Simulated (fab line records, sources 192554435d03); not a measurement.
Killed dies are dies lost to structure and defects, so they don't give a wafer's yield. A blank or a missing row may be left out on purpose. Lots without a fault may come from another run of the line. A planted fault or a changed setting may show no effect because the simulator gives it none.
One fault seen from 2 desks | flow n5_finfet | each desk has only its own numbers; what lay behind them comes last

THE TOOL OWNER'S DESK: rie_diel-01
The tool's own readings at N5_MOL_CONTACT_COAG_ETCH_91 (etches SOC in N2/H2, target depth 60 nm, overetch 21 nm, time 101.2 s): means of the sampled wafers that have a number, for each lot that ran on this tool. A lot is out of limits, marked OUT, if its mean lies more than 4 standard deviations from the usual mean; the brackets give that distance.
Columns: A = drypump_motor_current_A at N5_MOL_CONTACT_COAG_ETCH_91, usual 5.7 A; B = oes_product_au at N5_MOL_CONTACT_COAG_ETCH_91, usual 0.69 a.u.; C = rf_fwd_power_W at N5_MOL_CONTACT_COAG_ETCH_91, usual 835 W; D = rf_vpp_V at N5_MOL_CONTACT_COAG_ETCH_91, usual 523.4 V; E = showerhead_plenum_p_Torr at N5_MOL_CONTACT_COAG_ETCH_91, usual 2.52 Torr; F = throttle_valve_pct at N5_MOL_CONTACT_COAG_ETCH_91, usual 17.78 %
lot  | first seen here | A   | B    | C              | D               | E    | F
L377 | day 5 14:28     | 6.2 | 0.59 | 834            | 523.6           | 2.50 | 18.09
L378 | day 5 20:35     | 6.2 | 0.65 | 832            | 523.8           | 2.54 | 17.87
L382 | day 6 23:58     | 5.7 | 0.63 | 838            | 523.7           | 2.53 | 17.76
L385 | day 7 22:44     | 6.0 | 0.70 | 1038 (+65) OUT | 486.9 (-15) OUT | 2.53 | 17.73
L388 | day 8 19:13     | 5.5 | 0.81 | 1037 (+65) OUT | 485.5 (-16) OUT | 2.49 | 17.46
L390 | day 9 00:22     | 5.7 | 0.70 | 1039 (+66) OUT | 487.4 (-15) OUT | 2.52 | 17.62
This desk's finding: out of limits on L385, L388, L390; first on L385, day 7 22:44 (rf_fwd_power_W at N5_MOL_CONTACT_COAG_ETCH_91). In limits: L377, L378, L382.

THE METROLOGY DESK
What the gauges read, lot by lot, whatever tool the lot ran on: means of the sampled wafers that have a number. A lot is out of limits, marked OUT, if its mean lies more than 4 standard deviations from the usual mean; the brackets give that distance. Of its 11 readings 7 are shown: those that lie furthest out on some lot.
Columns: A = DIBL_P at N5_BEOL_M4_RC_MEAS_101, usual 36.1 mV/V; B = IOFF_N at N5_BEOL_M4_RC_MEAS_101, usual 0.16 nA/um; C = IOFF_P at N5_BEOL_M4_RC_MEAS_101, usual 0.22 nA/um; D = ION_P at N5_BEOL_M4_RC_MEAS_101, usual 463 uA/um; E = SS_P at N5_BEOL_M4_RC_MEAS_101, usual 73.2 mV/dec; F = VT_N at N5_BEOL_M4_RC_MEAS_101, usual 250 mV; G = VT_P at N5_BEOL_M4_RC_MEAS_101, usual -250 mV
lot  | first seen here | A    | B    | C    | D   | E    | F   | G
L377 | day 5 12:17     | 37.4 | 0.16 | 0.23 | 465 | 73.6 | 249 | -250
L378 | day 5 18:35     | 36.2 | 0.17 | 0.23 | 470 | 73.5 | 247 | -249
L382 | day 6 22:25     | 34.7 | 0.14 | 0.18 | 450 | 72.9 | 254 | -255
L385 | day 7 20:26     | 36.2 | 0.17 | 0.22 | 465 | 73.6 | 248 | -250
L386 | day 7 22:51     | 36.6 | 0.16 | 0.25 | 473 | 73.3 | 249 | -245
L388 | day 8 14:08     | 40.1 | 0.23 | 0.27 | 470 | 74.2 | 244 | -249
L390 | day 8 22:17     | 37.8 | 0.20 | 0.24 | 466 | 74.1 | 245 | -248
L396 | day 10 10:25    | 34.6 | 0.15 | 0.20 | 458 | 73.1 | 252 | -249
L398 | day 11 02:32    | 37.5 | 0.16 | 0.22 | 468 | 73.1 | 249 | -248
This desk's finding: nothing out of limits on any of the 9 lots.

PUT TOGETHER
The tool owner's desk could have raised an alarm at day 7 22:44, on L385, L388, L390.
The metrology desk saw nothing out of limits.
The metrology desk has L385, L388, L390 on record, within its limits.
Of the lots named, all ran N5_MOL_CONTACT_COAG_ETCH_91 on rie_diel-01.

WHAT THE SIMULATOR HAD PUT IN
Process parameter drift: rie_diel-01, from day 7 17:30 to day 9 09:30, at N5_MOL_CONTACT_COAG_ETCH_91. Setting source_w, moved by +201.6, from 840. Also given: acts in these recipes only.
Lots struck among those shown: L385, L388, L390.
Hours from the fault's start to each desk's first reading out of limits: the tool owner's desk, 5.
